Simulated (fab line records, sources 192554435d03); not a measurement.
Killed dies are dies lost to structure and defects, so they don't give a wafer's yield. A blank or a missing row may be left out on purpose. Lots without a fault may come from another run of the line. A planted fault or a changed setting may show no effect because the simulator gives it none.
fab line records | flow n5_finfet | part 2 of 2: steps 25 to 32 of 32
record lots=5 wafers=15 last_day=16
route steps=1938 shown BEOL_M10@1529 BEOL_M11@1536
lots that met no fault: from a run of the same line without faults
start_h: hours from the record's first day to the start of the lot's first wafer shown | wait_h: hours since the lot's step before | " the same as in the row above | L1.1+2: a row that stands for several wafers | - no value, or no start given | * or withheld: withheld | < > ~ a bound
route shown NAME@n: a module of which the file shows steps, and the number in the route of the first | usual: mean/standard deviation of fault-free wafers | same: alike in all rows | chamber/n: place in a boat | sites: the reading at each site | _std_site: their standard deviation | _edge_site: outer sites' mean less inner sites' | radius_mm: how far each site lies from the wafer's centre | mask NAME#n: copy n | behind: the tool/chamber that last shaped the wafer | hold: why the lot was held/for how many hours/how that ended | device: the transistor (n, p or np) that didn't switch | end of line: the same wafers' tests at the end of the route | a step without rows: its recipe alone | killed: dies lost to structure and defects at the first sort, not the wafer's yield | map: a wafer's dies, x killed, . not, _ none there
set.NAME: the setting as run; set.NAME@STEP: as run at that earlier step | model.NAME: the simulator's own value behind a step, which no gauge read
lots at some steps of the route; a table a step, a row a wafer
services: from which hour (start_h, from the record's first day; less than 0 if before it) a tool's chamber was out of use, for how many hours, and why
## steps
# step N5_BEOL_M11_ETCH_61
# recipe chemistry=CF4 target=SiARC target_depth_a=390 mask_material=CAR-ArF time_s=65 ion_energy_ev=80 pressure_mtorr=40 source_w=545 bias_w=36 Ar_flow_sccm=100 cf4_flow_sccm=100 ends=cleared
# usual drypump_motor_current_A=5.9/0.4 etch_rf_on_time_s=65.2/1.3 oes_product_au=0.66/0.076 rf_vpp_V=184.4/1.3 showerhead_plenum_p_Torr=2.17/0.076 throttle_valve_pct=15.60/0.23
# columns lot.wafer tool chamber start_h wait_h drypump_motor_current_A etch_rf_on_time_s oes_product_au rf_hours_counter_h rf_vpp_V showerhead_plenum_p_Torr throttle_valve_pct
L084.2 rie_diel-01 3 298.62 0.0 5.7 67.5 0.58 232 183.8 2.20 15.63
L084.5 " 3 " " 5.7 67.5 0.59 - 184.6 2.20 15.63
L084.6 " 2 " " 6.4 67.1 0.60 - 182.6 2.04 15.58
L086.2 rie_diel-05 3 310.63 0.0 5.8 66.3 0.59 231 183.7 2.21 15.90
L086.4 " 0 " " 5.5 66.1 0.61 181 182.0 2.05 15.90
L086.6 " 0 " " 5.5 65.4 0.60 - 182.3 2.05 15.91
L089.2 rie_diel-05 3 331.83 0.0 5.8 66.4 0.59 238 183.7 2.21 15.94
L089.3 " 2 " " 5.6 63.9 0.77 30 184.4 2.17 15.37
L089.6 " 0 " " 5.6 65.4 0.60 - 182.9 2.05 15.93
L091.1 rie_diel-01 1 339.85 0.0 6.3 63.4 0.64 202 184.4 2.20 15.33
L091.4 " 3 " " 5.7 66.4 0.58 246 185.5 2.19 15.66
L091.5 " 2 " " 6.4 65.3 0.60 - 184.0 2.03 15.59
L093.2 rie_diel-05 1 346.37 0.0 6.1 63.5 0.79 12 186.0 2.28 15.06
L093.4 " 3 " " 5.8 66.4 0.58 245 183.9 2.21 15.96
L093.5 " 3 " " 5.7 66.2 0.58 - 185.3 2.21 15.93
# step N5_BEOL_M11_ETCH_62
# recipe chemistry=N2/H2 target=SOC target_depth_a=1100 overetch_a=220 mask_material=SiARC temp_c=40 time_s=165 ion_energy_ev=200 pressure_mtorr=30 source_w=840 bias_w=150 n2_flow_sccm=200 h2_flow_sccm=200
# usual drypump_motor_current_A=5.9/0.39 oes_product_au=0.66/0.071 rf_vpp_V=524.6/2.7 showerhead_plenum_p_Torr=2.57/0.093 throttle_valve_pct=17.78/0.26
# columns lot.wafer tool chamber start_h wait_h drypump_motor_current_A oes_product_au rf_hours_counter_h rf_vpp_V showerhead_plenum_p_Torr throttle_valve_pct
L084.2 rie_diel-01 3 298.67 0.0 5.7 0.59 232 526.0 2.62 17.90
L084.5 " 3 " " 5.7 0.59 - 524.5 2.62 17.91
L084.6 " 2 " " 6.4 0.60 - 521.7 2.42 17.71
L086.2 rie_diel-05 3 310.68 0.0 5.8 0.59 232 525.4 2.62 18.09
L086.4 " 0 " " 5.5 0.61 181 519.5 2.42 18.14
L086.6 " 0 " " 5.5 0.60 - 521.6 2.42 18.14
L089.2 rie_diel-05 3 331.88 0.0 5.8 0.59 238 524.9 2.62 18.10
L089.3 " 2 " " 5.6 0.75 30 525.1 2.59 17.66
L089.6 " 0 " " 5.6 0.60 - 520.5 2.42 18.15
L091.1 rie_diel-01 1 339.90 0.0 6.3 0.63 202 527.4 2.62 17.41
L091.4 " 3 " " 5.8 0.59 246 524.7 2.61 17.91
L091.5 " 2 " " 6.4 0.59 - 518.6 2.42 17.74
L093.2 rie_diel-05 1 346.42 0.0 6.1 0.78 12 528.1 2.71 17.17
L093.4 " 3 " " 5.8 0.58 245 525.7 2.62 18.10
L093.5 " 3 " " 5.8 0.59 - 524.4 2.62 18.12
# step N5_BEOL_M11_STRIP_68
# recipe chemistry=N2/H2 temp_c=40 n2_flow_sccm=200 h2_flow_sccm=200 rf_frequency_hz=6e+07
# columns lot.wafer tool chamber start_h wait_h
L084.2+5+6 rie_diel-01 3,3,2 298.81 0.1
L086.2+4+6 rie_diel-05 3,0,0 310.81 0.1
L089.2+3+6 rie_diel-05 3,2,0 332.02 0.1
L091.1+4+5 rie_diel-01 1,3,2 340.04 0.1
L093.2+4+5 rie_diel-05 1,3,3 346.56 0.1
# step N5_BEOL_M11_STRIP_67
# recipe chemistry=CF4 resist=SiARC power_w=300 bias_power_w=75 pressure_mtorr=50 cf4_flow_sccm=150 rf_frequency_hz=6e+07
# usual drypump_motor_current_A=5.9/0.39 oes_product_au=0.78/0.083 rf_vpp_V=271.6/1.5 showerhead_plenum_p_Torr=1.82/0.062 throttle_valve_pct=13.58/0.24
# columns lot.wafer tool chamber start_h wait_h drypump_motor_current_A oes_product_au rf_hours_counter_h rf_vpp_V showerhead_plenum_p_Torr throttle_valve_pct
L084.2 rie_diel-01 3 298.82 0.0 5.7 0.70 232 273.1 1.84 13.64
L084.5 " 3 " " 5.7 0.70 - 273.7 1.84 13.64
L084.6 " 2 " " 6.4 0.72 - 268.9 1.71 13.58
L086.2 rie_diel-05 3 310.82 0.0 5.8 0.69 232 272.2 1.85 13.91
L086.4 " 0 " " 5.5 0.72 181 269.0 1.72 13.90
L086.6 " 0 " " 5.5 0.72 - 268.1 1.72 13.88
L089.2 rie_diel-05 3 332.03 0.0 5.7 0.69 238 274.0 1.85 13.94
L089.3 " 2 " " 5.6 0.88 30 272.2 1.82 13.33
L089.6 " 0 " " 5.6 0.71 - 270.8 1.72 13.90
L091.1 rie_diel-01 1 340.05 0.0 6.4 0.73 202 271.6 1.84 13.31
L091.4 " 3 " " 5.7 0.69 246 271.4 1.83 13.68
L091.5 " 2 " " 6.4 0.70 - 268.6 1.71 13.60
L093.2 rie_diel-05 1 346.57 0.0 6.1 0.92 12 273.0 1.91 13.03
L093.4 " 3 " " 5.8 0.69 245 272.3 1.85 13.94
L093.5 " 3 " " 5.8 0.69 - 271.3 1.85 13.93
# step N5_BEOL_M11_HM_OPEN_17
# recipe chemistry=Cl2/BCl3 target_depth_a=200 overetch_a=60 target=TiN mask_material=SOC ion_energy_ev=150 pressure_mtorr=10 icp_w=1000 bias_w=126 Cl2_flow_sccm=53.25 bcl3_flow_sccm=21.75 Ar_flow_sccm=25
# usual drypump_motor_current_A=5.8/0.42 oes_product_au=0.67/0.096 throttle_valve_pct=22.19/0.28
# columns lot.wafer tool chamber start_h wait_h drypump_motor_current_A oes_product_au rf_hours_counter_h throttle_valve_pct
L084.2 rie_metal-01 0 298.86 0.0 5.6 0.80 6 21.92
L084.5 " 1 " " 5.4 0.58 - 22.01
L084.6 " 0 " " 5.5 0.80 - 21.90
L086.2 rie_metal-01 1 310.86 0.0 5.4 0.57 87 22.06
L086.4 " 1 " " 5.4 0.57 - 22.05
L086.6 " 0 " " 5.5 0.77 - 21.94
L089.2 rie_metal-02 0 332.07 0.0 6.4 0.69 24 22.26
L089.3 " 1 " " 6.4 0.82 - 21.72
L089.6 " 1 " " 6.4 0.82 - 21.73
L091.1 rie_metal-03 1 340.09 0.0 5.5 0.62 67 22.70
L091.4 " 1 " " 5.5 0.62 - 22.70
L091.5 " 0 " " 5.5 0.81 - 22.10
L093.2 rie_metal-03 1 346.61 0.0 5.5 0.63 67 22.71
L093.4 " 0 " " 5.5 0.81 - 22.11
L093.5 " 1 " " 5.4 0.62 - 22.70
# step N5_BEOL_M11_STRIP_19
# recipe chemistry=O2 power_w=400 temp_c=40 pressure_mtorr=30 rf_frequency_hz=6e+07 bias_power_w=0 overash_fraction=0.2 o2_flow_sccm=225
# usual drypump_motor_current_A=5.9/0.38 oes_product_au=0.77/0.094 rf_vpp_V=3.6/0.6 showerhead_plenum_p_Torr=2.12/0.086 throttle_valve_pct=16.66/0.24
# columns lot.wafer tool chamber start_h wait_h drypump_motor_current_A oes_product_au rf_hours_counter_h rf_vpp_V showerhead_plenum_p_Torr throttle_valve_pct
L084.2 rie_diel-05 3 299.01 0.1 5.8 0.70 226 3.2 2.16 16.90
L084.5 " 3 " " 5.8 0.70 - 4.3 2.16 16.90
L084.6 " 0 " " 5.5 0.73 - 3.6 2.00 16.93
L086.2 rie_diel-05 2 310.98 0.1 5.6 0.91 24 3.3 2.15 16.56
L086.4 " 3 " " 5.8 0.68 232 5.1 2.16 16.91
L086.6 " 0 " " 5.6 0.72 - 3.5 2.00 16.95
L089.2 rie_diel-05 0 332.18 0.1 5.5 0.72 187 3.2 2.00 16.96
L089.3 " 2 " " 5.6 0.91 30 3.8 2.15 16.59
L089.6 " 2 " " 5.6 0.90 - 4.7 2.15 16.57
L091.1 rie_diel-01 1 340.36 0.2 6.3 0.74 202 2.9 2.18 16.48
L091.4 " 3 " " 5.7 0.69 247 3.7 2.15 16.72
L091.5 " 3 " " 5.8 0.69 - 4.5 2.15 16.70
L093.2 rie_diel-06 3 346.73 0.1 6.3 0.74 133 3.7 2.10 16.72
L093.4 " 2 " " 6.4 0.69 240 3.6 2.09 16.79
L093.5 " 3 " " 6.3 0.75 - 4.4 2.10 16.70
# step N5_BEOL_M11_CD_MEAS_18
# recipe pitch_nm=140 target_cd_nm=70
# usual cd_nm=70.0/0.8
# columns lot.wafer tool chamber start_h wait_h cd_nm
L084.2 cd_sem-02 - 299.10 0.1 70.8
L084.5 " - " " 71.2
L084.6 " - " " 69.8
L086.2 cd_sem-01 - 311.05 0.1 69.9
L086.4 " - " " 70.0
L086.6 " - " " 69.7
L089.2 cd_sem-02 - 332.26 0.1 69.6
L089.3 " - " " 70.7
L089.6 " - " " 70.7
L091.1 cd_sem-03 - 340.43 0.0 69.2
L091.4 " - " " 69.7
L091.5 " - " " 69.7
L093.2 cd_sem-02 - 346.80 0.1 68.9
L093.4 " - " " 68.8
L093.5 " - " " 68.3
# step N5_BEOL_M11_COAT_63
# recipe resist=SOC temp_c=250 time_s=60 spin_rpm=1500 resist_thk_nm=100
# columns lot.wafer tool chamber start_h wait_h
L084.2+5+6 litho_track-04 0 299.16 0.1
L086.2+4+6 litho_track-04 0 312.59 1.5
L089.2+3+6 litho_track-03 0 332.29 0.0
L091.1+4+5 litho_track-03 0 340.88 0.4
L093.2+4+5 litho_track-02 0 348.06 1.3
## services
# columns tool chamber start_h hours kind
rie_diel-06 0 271.64 2.8 repair
cmp-01 - 272.91 0.3 repair
arfi_scanner-03 - 275.68 4.9 pm
uv_cure-02 - 276.46 0.4 repair
arfi_scanner-01 - 284.12 1.0 pm
pecvd-02 - 289.68 2.4 repair
cmp-03 - 290.76 4.0 pm
uv_cure-03 - 294.22 0.6 repair
rie_diel-05 2 296.80 2.9 repair
cmp-03 - 296.86 6.4 repair
pecvd-04 1 297.75 48.4 repair
cmp-01 - 302.68 5.5 pm
arfi_scanner-03 - 304.09 0.5 repair
cmp-02 - 305.22 4.0 pm
arfi_scanner-03 - 314.23 0.8 pm
arfi_scanner-01 - 314.90 1.0 pm
cmp-02 - 320.54 8.6 pm
pecvd-03 1 321.47 16.8 repair
arfi_scanner-01 - 328.77 1.3 pm
cmp-02 - 330.81 6.3 pm
pecvd-04 2 333.04 2.6 repair
rie_diel-01 - 336.07 0.2 repair
arfi_scanner-03 - 339.74 3.0 pm
rie_diel-01 0 347.03 9.4 repair
